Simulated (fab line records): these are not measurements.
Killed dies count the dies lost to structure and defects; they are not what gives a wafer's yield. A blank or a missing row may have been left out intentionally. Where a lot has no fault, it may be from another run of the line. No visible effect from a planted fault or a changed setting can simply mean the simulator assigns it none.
Which tool was responsible? + flow n5 finfet + 12 lots, 33 wafers sampled, at 4 steps of a route of 1938

## WHAT EACH GAUGE READ, for each wafer
N5_BEOL_M1_INSPECT_59: inspects for defects (darkfield). Usual: raw defect count 72, standard deviation 22.
| lot  | measured     | on                | raw defect count | flag |
|------|--------------|-------------------|------------------|------|
| L408 | day 7 00:06  | defect inspect-01 | 96 54 69         |      |
| L410 | day 7 02:04  | defect inspect-02 | 28 66 49         |      |
| L409 | day 7 11:27  | defect inspect-01 | 52 49            |      |
| L413 | day 7 17:07  | defect inspect-01 | 79 113 61        |      |
| L415 | day 8 15:29  | defect inspect-02 | 59 67 84         |      |
| L416 | day 8 17:56  | defect inspect-02 | 57 52            |      |
| L418 | day 9 07:52  | defect inspect-02 | 57 52 64         |      |
| L421 | day 10 07:23 | defect inspect-02 | 116 53 49        |      |
| L428 | day 11 23:03 | defect inspect-02 | 85 91 51         |      |
| L427 | day 12 00:58 | defect inspect-02 | 63 56 38         |      |
| L429 | day 12 08:05 | defect inspect-01 | 43 51 61         |      |
| L430 | day 12 09:34 | defect inspect-01 | 89 94            |      |

N5_BEOL_M4_RC_MEAS_101. Usual: DIBL_N 36.1 mV/V, standard deviation 2; DIBL_P 36.3 mV/V, standard deviation 2.5; IOFF_N 0.16 nA/um, standard deviation 0.037; IOFF_P 0.21 nA/um, standard deviation 0.039; ION_N 678 uA/um, standard deviation 15; ION_P 465 uA/um, standard deviation 8.7; SS_N 71.4 mV/dec, standard deviation 0.7; SS_P 73.3 mV/dec, standard deviation 0.74; VT_N 249 mV, standard deviation 3.6; VT_P -250.0 mV, standard deviation 2.9.
| lot  | measured     | on        | DIBL_N (mV/V)  | DIBL_P (mV/V)  | IOFF_N (nA/um) | IOFF_P (nA/um) | ION_N (uA/um) | ION_P (uA/um) | SS_N (mV/dec)  | SS_P (mV/dec)  | VT_N (mV)   | VT_P (mV)            | flag |
|------|--------------|-----------|----------------|----------------|----------------|----------------|---------------|---------------|----------------|----------------|-------------|----------------------|------|
| L408 | day 8 10:25  | prober-02 | 38.3 35.3 35.2 | 39.1 35.5 36.0 | 0.24 0.16 0.16 | 0.29 0.22 0.23 | 711 670 671   | 482 465 465   | 71.9 71.7 71.8 | 73.6 71.8 72.8 | 241 249 245 | -245.8 -248.4 -249.0 |      |
| L410 | day 8 13:13  | prober-02 | 33.3 36.9 33.6 | 30.4 35.9 30.2 | 0.09 0.14 0.09 | 0.15 0.21 0.14 | 643 684 642   | 452 470 443   | 70.6 71.0 70.6 | 72.3 72.7 71.8 | 257 250 258 | -252.8 -250.1 -255.9 |      |
| L409 | day 8 23:31  | prober-01 | 35.7 37.6      | 35.4 37.8      | 0.14 0.18      | 0.17 0.22      | 675 674       | 457 460       | 70.6 72.1      | 73.0 74.7      | 254 249     | -255.2 -249.7        |      |
| L413 | day 9 06:28  | prober-01 | 34.8 34.5 38.4 | 35.2 35.1 40.7 | 0.14 0.13 0.21 | 0.18 0.17 0.27 | 687 670 687   | 470 459 472   | 71.5 71.3 72.4 | 72.7 73.1 74.3 | 251 251 244 | -250.1 -251.9 -245.6 |      |
| L415 | day 10 17:14 | prober-02 | 38.9 35.9 36.7 | 40.1 37.6 38.4 | 0.20 0.15 0.16 | 0.21 0.18 0.19 | 675 673 670   | 456 453 452   | 72.3 71.5 72.0 | 73.5 72.7 72.8 | 250 252 252 | -253.0 -254.6 -253.3 |      |
| L416 | day 10 18:18 | prober-01 | 33.9 37.4      | 33.0 38.3      | 0.12 0.17      | 0.17 0.26      | 663 678       | 464 469       | 71.1 71.9      | 72.9 74.4      | 255 249     | -251.0 -245.3        |      |
| L418 | day 11 15:52 | prober-01 | 34.2 35.7 39.3 | 32.9 34.2 38.5 | 0.12 0.14 0.20 | 0.19 0.20 0.28 | 666 675 667   | 463 466 456   | 70.9 71.2 73.3 | 72.2 73.9 73.9 | 253 252 247 | -250.1 -249.2 -248.1 |      |
| L421 | day 12 04:50 | prober-01 | 38.4 33.5 37.6 | 37.4 33.7 38.1 | 0.20 0.13 0.20 | 0.24 0.19 0.26 | 668 669 702   | 460 463 478   | 72.1 70.5 71.5 | 74.1 73.0 74.3 | 250 251 245 | -247.2 -248.7 -247.0 |      |
| L428 | day 13 18:04 | prober-02 | 36.8 38.5 35.2 | 38.6 39.9 34.9 | 0.19 0.21 0.15 | 0.22 0.22 0.16 | 713 685 671   | 477 455 451   | 71.3 72.0 70.6 | 74.0 74.3 72.9 | 245 248 252 | -247.3 -252.6 -256.1 |      |
| L427 | day 14 06:47 | prober-02 | 37.0 35.6 33.9 | 35.8 35.0 33.2 | 0.17 0.15 0.13 | 0.23 0.20 0.20 | 676 675 679   | 458 466 471   | 71.6 71.8 70.7 | 73.8 73.3 73.0 | 248 250 252 | -251.4 -247.7 -248.3 |      |
| L429 | day 14 13:26 | prober-01 | 39.8 36.3 37.8 | 41.0 37.9 38.1 | 0.25 0.17 0.21 | 0.31 0.25 0.24 | 702 687 689   | 476 474 460   | 72.3 71.1 72.4 | 74.4 74.2 74.1 | 242 246 244 | -245.9 -244.9 -248.1 |      |
| L430 | day 14 01:16 | prober-02 | 34.2 36.9      | 34.1 37.5      | 0.13 0.16      | 0.18 0.23      | 676 672       | 466 468       | 70.1 71.6      | 73.3 74.1      | 251 251     | -251.3 -249.1        |      |

## WHICH TOOL RAN EACH LOT (tool, then ch and the chambers of the sampled wafers, then the start)
| lot  | N5_BEOL_M1_PRE_CLEAN_60          | N5_BEOL_M2_STRIP_66                |
|------|----------------------------------|------------------------------------|
| L408 | cvd co-01 ch 0,1,2, day 6 23:51  | rie diel-05 ch 0,2,3, day 7 01:52  |
| L410 | cvd co-02 ch 0,1,2, day 7 01:49  | rie diel-04 ch 2,3, day 7 05:27    |
| L409 | cvd co-02 ch 1,2, day 7 11:12    | rie diel-05 ch 0,1, day 7 14:54    |
| L413 | cvd co-02 ch 0,1, day 7 16:52    | rie diel-06 ch 2,3, day 7 21:37    |
| L415 | cvd co-01 ch 1,2, day 8 15:14    | rie diel-06 ch 0,1,3, day 8 18:04  |
| L416 | cvd co-02 ch 1,2, day 8 17:42    | rie diel-04 ch 2,3, day 8 18:52    |
| L418 | cvd co-02 ch 0,1,2, day 9 07:37  | rie diel-04 ch 1,2,3, day 9 10:59  |
| L421 | cvd co-02 ch 0,1,2, day 10 07:07 | rie diel-06 ch 0,1,2, day 10 09:29 |
| L428 | cvd co-01 ch 0,2, day 11 22:48   | rie diel-05 ch 0,2, day 12 00:57   |
| L427 | cvd co-02 ch 0,1,2, day 12 00:43 | rie diel-06 ch 1,2, day 12 04:55   |
| L429 | cvd co-02 ch 0,1,2, day 12 07:51 | rie diel-04 ch 0,1,2, day 12 09:46 |
| L430 | cvd co-01 ch 1,2, day 12 09:16   | rie diel-05 ch 1,2, day 12 11:40   |
- N5_BEOL_M1_PRE_CLEAN_60: time 15 s.
- N5_BEOL_M2_STRIP_66: strips in CF4.

## WHAT THE TOOLS THEMSELVES READ (means of the sampled wafers that have a number; where no wafer has one, the mark that the record gives instead)
N5_BEOL_M1_PRE_CLEAN_60. Usual: heater power w 90 W, standard deviation 21.
| lot  | tool      | heater power w (W) | flag |
|------|-----------|--------------------|------|
| L408 | cvd co-01 | 93                 |      |
| L410 | cvd co-02 | 85                 |      |
| L409 | cvd co-02 | 72                 |      |
| L413 | cvd co-02 | 78                 |      |
| L415 | cvd co-01 | 94                 |      |
| L416 | cvd co-02 | 74                 |      |
| L418 | cvd co-02 | 87                 |      |
| L421 | cvd co-02 | 88                 |      |
| L428 | cvd co-01 | 105                |      |
| L427 | cvd co-02 | 88                 |      |
| L429 | cvd co-02 | 88                 |      |
| L430 | cvd co-01 | 88                 |      |

N5_BEOL_M2_STRIP_66. Usual: bias power w 74.95 W (standard deviation 0.24); cf4 flow sccm 150.0 sccm (standard deviation 0.49); drypump motor current A 5.7 A (standard deviation 0.38); oes product au 0.81 a.u. (standard deviation 0.094); rf vpp V 271.7 V (standard deviation 1.4); showerhead plenum p Torr 1.82 Torr (standard deviation 0.053); throttle valve pct 13.56 % (standard deviation 0.27).
| lot  | tool        | bias power w (W) | cf4 flow sccm (sccm) | drypump motor current A (A) | oes product au (a.u.) | rf vpp V (V) | showerhead plenum p Torr (Torr) | throttle valve pct (%) | flag |
|------|-------------|------------------|----------------------|-----------------------------|-----------------------|--------------|---------------------------------|------------------------|------|
| L408 | rie diel-05 | 74.67            | 149.9                | 5.7                         | 0.81                  | 271.0        | 1.81                            | 13.57                  |      |
| L410 | rie diel-04 | 75.01            | 149.8                | 5.5                         | 0.74                  | 271.7        | 1.83                            | 13.86                  |      |
| L409 | rie diel-05 | 74.87            | 150.8                | 5.8                         | 0.90                  | 271.2        | 1.80                            | 13.25                  |      |
| L413 | rie diel-06 | 74.74            | 149.9                | 6.2                         | 0.94                  | 272.4        | 1.83                            | 13.24                  |      |
| L415 | rie diel-06 | 74.81            | 149.8                | 5.8                         | 0.84                  | 271.2        | 1.80                            | 13.42                  |      |
| L416 | rie diel-04 | 75.25            | 149.9                | 5.5                         | 0.75                  | 270.5        | 1.83                            | 13.85                  |      |
| L418 | rie diel-04 | 74.69            | 149.4                | 5.5                         | 0.73                  | 271.0        | 1.84                            | 13.86                  |      |
| L421 | rie diel-06 | 74.96            | 150.2                | 6.1                         | 0.83                  | 270.7        | 1.79                            | 13.46                  |      |
| L428 | rie diel-05 | -                | -                    | -                           | -                     | -            | -                               | -                      | OFF  |
| L427 | rie diel-06 | -                | -                    | -                           | -                     | -            | -                               | -                      | OFF  |
| L429 | rie diel-04 | -                | -                    | -                           | -                     | -            | -                               | -                      | OFF  |
| L430 | rie diel-05 | 75.17            | 150.2                | 5.9                         | 0.77                  | 273.2        | 1.85                            | 13.53                  |      |

## THE ANSWER, worked out from the rows above alone
Rule: a lot counts as off when the mean over its wafers that have a number is more than 3 standard deviations away from the usual mean. A lot without any number at a reading at which 4 lots or more have one is off too. All remaining lots with rows at the step are treated as sound. The gauges are gone through in route order, then the tools' own readings, and for those a lot's mean is taken as printed above. At the first step where some lot is off, the reading lying furthest off is the one used; lots without a number count as furthest.
Off: L428, L427, L429 (N5_BEOL_M2_STRIP_66, bias power w). Without a number there: L428, L427, L429.
If a tool, at that step or one of the process steps before it, ran each lot that is off and ran no sound lot following the first of them, it fits. Of those tried, none fits.

## WHAT THE SIMULATOR PUT IN
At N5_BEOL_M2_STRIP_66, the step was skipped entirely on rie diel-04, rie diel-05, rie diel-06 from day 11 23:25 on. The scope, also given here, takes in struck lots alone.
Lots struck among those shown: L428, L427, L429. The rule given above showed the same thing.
